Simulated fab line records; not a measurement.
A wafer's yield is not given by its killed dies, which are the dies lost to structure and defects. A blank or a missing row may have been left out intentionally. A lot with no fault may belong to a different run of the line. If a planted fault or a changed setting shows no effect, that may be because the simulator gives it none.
fab line records -- flow n5-finfet
[record] lots = 6, wafers = 18, last-day = 18
route steps=1938 shown SD_EPI_N@276 BEOL_M4@1111
lots untouched by any fault: they come from a run of this same line in which no faults occurred
start-h: hours from the record's opening day to when the first of the lot's shown wafers began -- wait-h: hours since the lot's step before -- " as in the row above -- L1.1+2: one row covering several wafers at once -- - no value, or no start given -- * or withheld: withheld -- < > ~ a bound
route shown NAME@n: a module of which the file shows steps, and the number in the route of the first -- usual: mean/standard deviation of fault-free wafers -- same: alike in all rows -- chamber/n: place in a boat -- sites: readings site by site -- _std_site: standard deviation across them -- _edge_site: inner sites' mean taken away from outer sites' mean -- radius-mm: for every site, how far away it sits from the centre of the wafer -- mask NAME#n: copy n -- behind: the most recent tool/chamber to have shaped the wafer -- hold: reason for holding the lot/hours on hold/outcome of the hold -- device: names the non-switching transistor (n, p or np) -- end of line: tests of these same wafers at the route's end -- step lacking rows: just its recipe -- killed: dies that structure and defects cost at the first sort, which is not the same as the wafer's yield -- map: dies across one wafer; x = killed, . = not, _ = none there
set.NAME: the run value of the setting; set.NAME@STEP: its run value at that earlier step -- model.NAME: the simulator's own value behind a step, which no gauge read
a table for each step, a row for each wafer; lots at some steps of the route
services: from which hour (start-h, from the record's first day; less than 0 if before it) a tool's chamber was out of use, for how many hours, and why
[[steps]]
[step N5_SD_EPI_N_STRIP_36]
[recipe] chemistry = N2/H2, temp-c = 40, n2-flow-sccm = 200, h2-flow-sccm = 200, rf-frequency-hz = 6e+07
[step N5_SD_EPI_N_ETCHBACK_44]
[recipe] chemistry = CH3F/O2, mode = anisotropic-etchback, target = SiNx, target-depth-a = 145, stop-on = SiO2, over-etch-frac = 0.3, ion-energy-ev = 120, pressure-mtorr = 30, source-w = 395, bias-w = 73, Ar_flow_sccm = 150, CH3F_flow_sccm = 30, O2_flow_sccm = 20
[usual] drypump-motor-current-A = 5.7/0.4, mfc-ar-sccm = 150.0/0.44, oes-product-au = 0.68/0.07, rf-vpp-V = 294/8.5, showerhead-plenum-p-Torr = 2.00/0.062, throttle-valve-pct = 16.28/0.22
[same] over-etch-frac = 0.3
lot.wafer,tool,chamber,start-h,wait-h,drypump-motor-current-A,mfc-ar-sccm,oes-product-au,rf-hours-counter-h,rf-vpp-V,showerhead-plenum-p-Torr,throttle-valve-pct
L189.1,rie-diel-06,0,66.87,0.0,5.2,149.8,0.63,162,289,2.09,16.14
L189.2,rie-diel-06,1,66.87,0.0,6.3,150.3,0.60,244,282,1.87,16.50
L189.4,rie-diel-06,2,66.87,0.0,5.8,150.4,0.78,22,296,2.04,16.10
L190.4,rie-diel-01,2,74.96,0.0,5.5,150.5,0.80,16,286,1.95,16.02
L190.5,rie-diel-01,0,74.96,0.0,5.2,150.4,0.76,-,306,2.11,16.13
L190.6,rie-diel-01,3,74.96,0.0,6.1,149.7,0.62,-,302,1.95,16.31
L193.3,rie-diel-04,0,97.71,0.0,5.9,150.0,0.70,92,289,1.95,16.09
L193.4,rie-diel-04,2,97.71,0.0,6.0,150.4,0.63,161,292,1.99,16.04
L193.5,rie-diel-04,0,97.71,0.0,6.0,150.2,0.70,-,289,1.95,16.12
L199.1,rie-diel-01,1,132.88,0.0,5.4,149.9,0.60,238,304,1.97,16.67
L199.3,rie-diel-01,3,132.88,0.0,6.1,150.1,0.60,234,301,1.95,16.37
L199.5,rie-diel-01,1,132.88,0.0,5.4,150.4,0.60,-,301,1.97,16.66
L204.1,rie-diel-06,3,158.34,0.0,5.1,150.3,0.74,43,287,1.95,16.29
L204.4,rie-diel-06,2,158.34,0.0,5.8,150.7,0.73,57,296,2.03,16.16
L204.6,rie-diel-06,3,158.34,0.0,5.0,150.3,0.74,-,286,1.95,16.29
L208.1,rie-diel-04,1,182.18,0.0,5.8,150.6,0.57,245,310,2.06,16.69
L208.2,rie-diel-04,2,182.18,0.0,6.0,149.5,0.63,187,291,1.98,16.09
L208.4,rie-diel-04,0,182.18,0.0,6.0,149.8,0.68,122,289,1.94,16.17
[step N5_SD_EPI_N_ETCH_45]
[recipe] chemistry = CH3F/O2, target = SiOCN, target-depth-a = 60, mask-material = SOC, ion-energy-ev = 60, bias-w = 29, pressure-mtorr = 15, source-w = 410, Ar_flow_sccm = 150, CH3F_flow_sccm = 30, O2_flow_sccm = 20
[usual] drypump-motor-current-A = 5.7/0.4, mfc-ar-sccm = 150.0/0.47, oes-product-au = 0.80/0.085, rf-vpp-V = 127.4/1.1, showerhead-plenum-p-Torr = 1.99/0.062, throttle-valve-pct = 23.24/0.24
lot.wafer,tool,chamber,start-h,wait-h,drypump-motor-current-A,mfc-ar-sccm,oes-product-au,rf-hours-counter-h,rf-vpp-V,showerhead-plenum-p-Torr,throttle-valve-pct
L189.1,rie-diel-06,0,66.97,0.1,5.2,149.9,0.75,162,129.5,2.08,23.02
L189.2,rie-diel-06,1,66.97,0.1,6.4,150.8,0.70,244,125.8,1.87,23.29
L189.4,rie-diel-06,2,66.97,0.1,5.7,149.6,0.95,22,127.2,2.04,23.06
L190.4,rie-diel-01,2,75.06,0.1,5.6,150.2,0.92,16,129.0,1.95,22.98
L190.5,rie-diel-01,0,75.06,0.1,5.2,149.5,0.88,-,127.9,2.10,23.15
L190.6,rie-diel-01,3,75.06,0.1,6.1,150.3,0.72,-,124.9,1.95,23.30
L193.3,rie-diel-04,0,97.81,0.1,5.9,149.1,0.81,92,125.2,1.94,23.18
L193.4,rie-diel-04,2,97.81,0.1,6.0,150.3,0.73,161,126.6,1.98,22.88
L193.5,rie-diel-04,0,97.81,0.1,5.9,149.5,0.82,-,126.9,1.94,23.20
L199.1,rie-diel-01,1,132.98,0.1,5.4,149.8,0.71,238,126.6,1.96,23.58
L199.3,rie-diel-01,3,132.98,0.1,6.1,149.6,0.71,234,127.1,1.94,23.33
L199.5,rie-diel-01,1,132.98,0.1,5.3,150.2,0.72,-,127.7,1.96,23.59
L204.1,rie-diel-06,3,158.44,0.1,5.1,149.7,0.87,43,125.8,1.95,23.21
L204.4,rie-diel-06,2,158.44,0.1,5.8,150.1,0.88,57,127.7,2.02,23.09
L204.6,rie-diel-06,3,158.44,0.1,5.1,150.0,0.88,-,125.9,1.95,23.21
L208.1,rie-diel-04,1,182.28,0.1,5.8,149.0,0.67,245,127.8,2.05,23.66
L208.2,rie-diel-04,2,182.28,0.1,6.0,150.3,0.71,187,127.3,1.97,22.89
L208.4,rie-diel-04,0,182.28,0.1,6.0,149.1,0.78,122,126.6,1.93,23.25
[step N5_SD_EPI_N_ETCH_16]
[recipe] chemistry = CHF3/O2, target = SiO2, target-depth-a = 50, mask-material = SOC, pressure-mtorr = 30, source-w = 650, bias-w = 170, Ar_flow_sccm = 200, CHF3_flow_sccm = 50, O2_flow_sccm = 5, ion-energy-ev = 200
[usual] drypump-motor-current-A = 5.7/0.4, mfc-ar-sccm = 200.0/0.53, oes-product-au = 0.80/0.086, rf-vpp-V = 519/15, showerhead-plenum-p-Torr = 2.41/0.072, throttle-valve-pct = 18.83/0.23
lot.wafer,tool,chamber,start-h,wait-h,drypump-motor-current-A,mfc-ar-sccm,oes-product-au,rf-hours-counter-h,rf-vpp-V,showerhead-plenum-p-Torr,throttle-valve-pct
L189.1,rie-diel-06,0,67.07,0.1,5.2,200.3,0.75,162,507,2.51,18.64
L189.2,rie-diel-06,1,67.07,0.1,6.4,200.3,0.70,244,498,2.27,19.05
L189.4,rie-diel-06,2,67.07,0.1,5.8,199.7,0.95,22,523,2.46,18.69
L190.4,rie-diel-01,2,75.16,0.1,5.6,199.9,0.93,16,502,2.35,18.55
L190.5,rie-diel-01,0,75.16,0.1,5.1,200.6,0.89,-,537,2.54,18.72
L190.6,rie-diel-01,3,75.16,0.1,6.2,200.3,0.72,-,532,2.36,18.87
L193.3,rie-diel-04,0,97.91,0.1,5.9,200.4,0.81,92,509,2.34,18.62
L193.4,rie-diel-04,2,97.91,0.1,6.0,200.2,0.73,161,514,2.40,18.55
L193.5,rie-diel-04,0,97.91,0.1,6.0,200.5,0.81,-,509,2.34,18.62
L199.1,rie-diel-01,1,133.08,0.1,5.3,200.4,0.71,238,535,2.38,19.27
L199.3,rie-diel-01,3,133.08,0.1,6.1,200.4,0.71,234,530,2.35,18.88
L199.5,rie-diel-01,1,133.08,0.1,5.3,200.8,0.72,-,535,2.38,19.25
L204.1,rie-diel-06,3,158.54,0.1,5.0,199.5,0.87,43,505,2.36,18.88
L204.4,rie-diel-06,2,158.54,0.1,5.8,200.7,0.89,57,523,2.45,18.76
L204.6,rie-diel-06,3,158.54,0.1,5.0,199.9,0.87,-,505,2.36,18.86
L208.1,rie-diel-04,1,182.38,0.1,5.8,200.3,0.68,245,547,2.48,19.20
L208.2,rie-diel-04,2,182.38,0.1,6.0,199.0,0.70,187,516,2.39,18.62
L208.4,rie-diel-04,0,182.38,0.1,5.9,200.1,0.79,122,510,2.33,18.68
[step N5_SD_EPI_N_STRIP_47]
[recipe] chemistry = CHF3/O2, resist = SiARC, rf-frequency-hz = 6e+07
[step N5_SD_EPI_N_SD_RECESS_17]
[recipe] chemistry = HBr/Cl2/O2, target-depth-a = 410, mask-material = SOC, time-s = 23.7, bt-time-s = 3, pressure-mtorr = 10, icp-w = 800, bias-w = 112, HBr_flow_sccm = 150, Cl2_flow_sccm = 80, O2_flow_sccm = 12
[usual] drypump-motor-current-A = 5.6/0.49, oes-product-au = 1.002/0.019, throttle-valve-pct = 36.9/0.45
lot.wafer,tool,chamber,start-h,wait-h,drypump-motor-current-A,oes-product-au,rf-hours-counter-h,throttle-valve-pct
L189.1,rie-si-02,0,67.14,0.0,6.2,1.009,36,37.6
L189.2,rie-si-02,3,67.14,0.0,4.8,1.000,27,36.5
L189.4,rie-si-02,0,67.14,0.0,6.2,1.014,-,37.6
L190.4,rie-si-03,0,75.23,0.0,6.4,0.982,113,36.6
L190.5,rie-si-03,2,75.23,0.0,5.7,0.981,-,36.3
L190.6,rie-si-03,3,75.23,0.0,5.5,1.023,-,37.4
L193.3,rie-si-03,3,97.98,0.0,5.5,1.027,42,37.4
L193.4,rie-si-03,1,97.98,0.0,5.1,0.993,144,36.5
L193.5,rie-si-03,3,97.98,0.0,5.6,1.023,-,37.4
L199.1,rie-si-02,1,133.15,0.0,5.6,1.014,1,37.0
L199.3,rie-si-02,3,133.15,0.0,4.8,1.009,28,36.5
L199.5,rie-si-02,1,133.15,0.0,5.5,1.014,-,37.0
L204.1,rie-si-02,3,158.61,0.0,4.8,1.004,29,36.5
L204.4,rie-si-02,2,158.61,0.0,5.9,1.030,76,36.9
L204.6,rie-si-02,2,158.61,0.0,5.9,1.031,-,36.9
L208.1,rie-si-03,1,182.45,0.0,5.1,1.003,146,36.5
L208.2,rie-si-03,3,182.45,0.0,5.5,1.031,44,37.4
L208.4,rie-si-03,0,182.45,0.0,6.4,0.995,115,36.6
[step N5_SD_EPI_N_STRIP_38]
[recipe] chemistry = N2/H2, power-w = 1000, temp-c = 250, h2-frac = 0.65, overash-fraction = 0.3, pressure-mtorr = withheld, n2-flow-sccm = 1750, h2-flow-sccm = 3250
[usual] drypump-motor-current-A = 5.5/0.34, heater-power-w = 340/40, oes-product-au = 0.761/0.012
lot.wafer,tool,chamber,start-h,wait-h,drypump-motor-current-A,heater-power-w,oes-product-au,rf-hours-counter-h
L189.1,plasma-asher-01,0,67.24,0.1,5.7,392,0.775,34
L189.2,plasma-asher-01,1,67.24,0.1,5.5,364,0.754,34
L189.4,plasma-asher-01,0,67.24,0.1,5.7,397,0.748,-
L190.4,plasma-asher-02,1,75.34,0.1,4.9,290,0.749,-
L190.5,plasma-asher-02,0,75.34,0.1,5.8,298,0.770,-
L190.6,plasma-asher-02,1,75.34,0.1,4.9,295,0.763,-
L193.3,plasma-asher-02,0,98.09,0.1,5.8,309,0.762,-
L193.4,plasma-asher-02,1,98.09,0.1,4.9,303,0.750,-
L193.5,plasma-asher-02,0,98.09,0.1,5.8,305,0.762,-
L199.1,plasma-asher-01,1,133.24,0.1,5.5,363,0.769,46
L199.3,plasma-asher-01,0,133.24,0.1,5.6,386,0.762,-
L199.5,plasma-asher-01,1,133.24,0.1,5.4,361,0.756,-
L204.1,plasma-asher-02,0,158.70,0.1,5.8,299,0.757,105
L204.4,plasma-asher-02,1,158.70,0.1,4.9,292,0.737,-
L204.6,plasma-asher-02,0,158.70,0.1,5.8,313,0.759,-
L208.1,plasma-asher-02,0,182.54,0.1,5.8,304,0.767,109
L208.2,plasma-asher-02,1,182.54,0.1,4.9,296,0.771,109
L208.4,plasma-asher-02,0,182.54,0.1,5.8,302,0.726,-
[step N5_SD_EPI_N_WET_ETCH_43]
[recipe] chemistry = dHF, dilution = withheld, time-s = 14, target = SiO2, target-depth-a = 15, temp-c = 25
[step N5_SD_EPI_N_STRIP_18]
[recipe] chemistry = SPM, time-s = 750, temp-c = 130, h2so4-h2o2-vol-ratio = 4
[step N5_SD_EPI_N_SRD_20]
[recipe] dry = ipa-marangoni, do-ppb = 5, time-s = 30, temp-c = 23, rinse-liquid = diw
[step N5_SD_EPI_N_PRECLEAN_48]
[recipe] chemistry = NF3:NH3, afs-cycles = 2, temp-c = 30, time-s = 20, sublimation-temp-c = 180, sublimation-time-s = 60, pressure-torr = 3, rf-power-w = 30
[step N5_SD_EPI_N_VAPOR_ETCH_50]
[recipe] chemistry = HCl, target = Si, temp-c = 775, time-s = 54, pressure-torr = 20, mode = isotropic
[step N5_SD_EPI_N_EPI_21]
[recipe] material = Si:P, dopant = P, temp-c = 680, pressure-torr = 255, time-s = 690
lot.wafer,tool,chamber,start-h,wait-h
L189.1+2+4,epi-rpcvd-01,0,68.31,0.2
L190.4+5+6,epi-rpcvd-01,0,77.52,1.2
L193.3+4+5,epi-rpcvd-01,0,99.52,0.7
L199.1+3+5,epi-rpcvd-03,0,134.14,0.1
L204.1+4+6,epi-rpcvd-01,0,159.59,0.1
L208.1+2+4,epi-rpcvd-01,0,183.62,0.2
[step N5_SD_EPI_N_EPI_MEAS_23]
[recipe] mode = xrd
[usual] thk-nm = 58.9/1.2
lot.wafer,tool,chamber,start-h,wait-h,thk-nm
L189.1,film-metro-02,-,70.59,1.9,61.4
L189.2,film-metro-02,-,70.59,1.9,59.6
L189.4,film-metro-02,-,70.59,1.9,58.6
L190.4,film-metro-02,-,78.68,0.8,59.5
L190.5,film-metro-02,-,78.68,0.8,57.6
L190.6,film-metro-02,-,78.68,0.8,58.1
L193.3,film-metro-02,-,100.68,0.9,58.8
L193.4,film-metro-02,-,100.68,0.9,60.9
L193.5,film-metro-02,-,100.68,0.9,59.2
L199.1,film-metro-01,-,135.87,1.5,58.5
L199.3,film-metro-01,-,135.87,1.5,57.9
L199.5,film-metro-01,-,135.87,1.5,57.2
L204.1,film-metro-01,-,161.31,1.4,51.8
L204.4,film-metro-01,-,161.31,1.4,52.7
L204.6,film-metro-01,-,161.31,1.4,52.1
L208.1,film-metro-01,-,185.91,1.9,52.0
L208.2,film-metro-01,-,185.91,1.9,50.9
L208.4,film-metro-01,-,185.91,1.9,50.8
[step N5_SD_EPI_N_PRECLEAN_24]
[recipe] chemistry = O3/DIW, time-s = 60, temp-c = 22, o3-ppm = 10
[step N5_BEOL_M4_RC_MEAS_101]
[usual] DIBL_N = 36.4/2.7, DIBL_P = 36/3.2, IOFF_N = 0.16/0.046, IOFF_P = 0.21/0.055, ION_N = 677/15, ION_P = 464/11, SS_N = 71.5/0.79, SS_P = 73.3/0.93, VT_N = 250/4.1, VT_P = -251/4.4
lot.wafer,tool,chamber,start-h,wait-h,DIBL_N[mV/V],DIBL_P[mV/V],IOFF_N[nA/um],IOFF_P[nA/um],ION_N[uA/um],ION_P[uA/um],SS_N[mV/dec],SS_P[mV/dec],VT_N[mV],VT_P[mV]
L189.1,prober-01,0,188.78,0.0,38.1,39,0.20,0.30,686,480,72.7,74.1,244,-243
L189.2,prober-01,0,188.78,0.0,37.1,39,0.20,0.32,686,482,71.5,73.9,241,-240
L189.4,prober-01,0,188.78,0.0,34.7,34,0.14,0.20,689,469,71.1,72.3,248,-248
L190.4,prober-02,0,207.21,0.5,36.5,36,0.16,0.21,672,460,71.5,73.0,249,-251
L190.5,prober-02,0,207.21,0.5,34.8,33,0.13,0.17,668,465,71.4,71.8,250,-251
L190.6,prober-02,0,207.21,0.5,37.0,36,0.17,0.22,686,462,71.7,73.2,248,-248
L193.3,prober-01,0,232.87,0.3,34.3,36,0.13,0.19,670,461,71.3,72.5,254,-252
L193.4,prober-01,0,232.87,0.3,32.7,34,0.11,0.17,662,457,70.7,71.9,253,-253
L193.5,prober-01,0,232.87,0.3,32.1,33,0.11,0.16,672,463,70.8,72.1,253,-250
L199.1,prober-01,0,263.35,0.0,38.0,41,0.18,0.25,672,468,72.4,74.0,250,-250
L199.3,prober-01,0,263.35,0.0,39.4,42,0.23,0.27,703,481,73.0,74.3,247,-248
L199.5,prober-01,0,263.35,0.0,36.7,39,0.17,0.23,686,469,71.8,74.1,250,-251
L204.1,prober-02,0,286.58,0.0,35.4,37,0.14,0.16,681,463,71.3,72.8,253,-256
L204.4,prober-02,0,286.58,0.0,38.2,39,0.18,0.19,675,451,72.4,73.8,248,-256
L204.6,prober-02,0,286.58,0.0,36.8,38,0.14,0.16,671,449,72.4,72.8,254,-257
L208.1,prober-02,0,319.05,0.0,37.4,36,0.16,0.21,681,465,70.7,73.3,248,-250
L208.2,prober-02,0,319.05,0.0,36.8,36,0.15,0.19,670,456,70.8,73.2,250,-254
L208.4,prober-02,0,319.05,0.0,37.1,36,0.17,0.20,697,477,70.7,72.9,248,-253
[[services]]
tool,chamber,start-h,hours,kind
rie-si-02,1,45.69,-,clean
rie-si-02,1,45.69,23.9,scheduled-down
rie-si-02,1,45.69,23.9,vent-cycle
rie-diel-04,1,51.36,4.4,repair
rie-diel-06,1,88.25,-,clean
rie-diel-06,1,88.25,-,consumable-replace:focus-ring
rie-diel-06,1,88.25,-,consumable-replace:showerhead
rie-diel-06,1,88.25,19.6,scheduled-down
rie-diel-06,1,88.25,19.6,vent-cycle
rie-si-02,2,100.50,7.3,repair
rie-si-03,0,117.93,4.8,repair
rie-diel-04,3,122.87,3.9,repair
rie-diel-04,-,126.60,2.8,pm
epi-rpcvd-01,-,129.81,1.1,repair
rie-diel-01,-,144.78,4.3,pm
rie-si-02,0,148.94,4.1,repair
rie-diel-06,3,173.08,5.7,repair
rie-si-02,3,183.08,3.6,repair
[[key]]
[first-sign] step = N5_SD_EPI_N_EPI_MEAS_23, reading = thk-nm, direction = down, sigmas = 5.8, usual = *, struck = *
effect none on later readings
met-at N5_SD_EPI_N_EPI_21
struck-wafers L204.1,L204.4,L204.6,L208.1,L208.2,L208.4
onset-between 99.52 159.59
also-fits time
[fault] kind = site-profile-drift, tool = epi-rpcvd-01, chamber = -, onset-h = 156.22, steps = N5_SD_EPI_N_EPI_21, basis = fraction, max-abs-drift = 0.25882, slope-share-per-hr = 57.516, site-pattern = 0,0,0,0,0,-1,-1,-1,-1
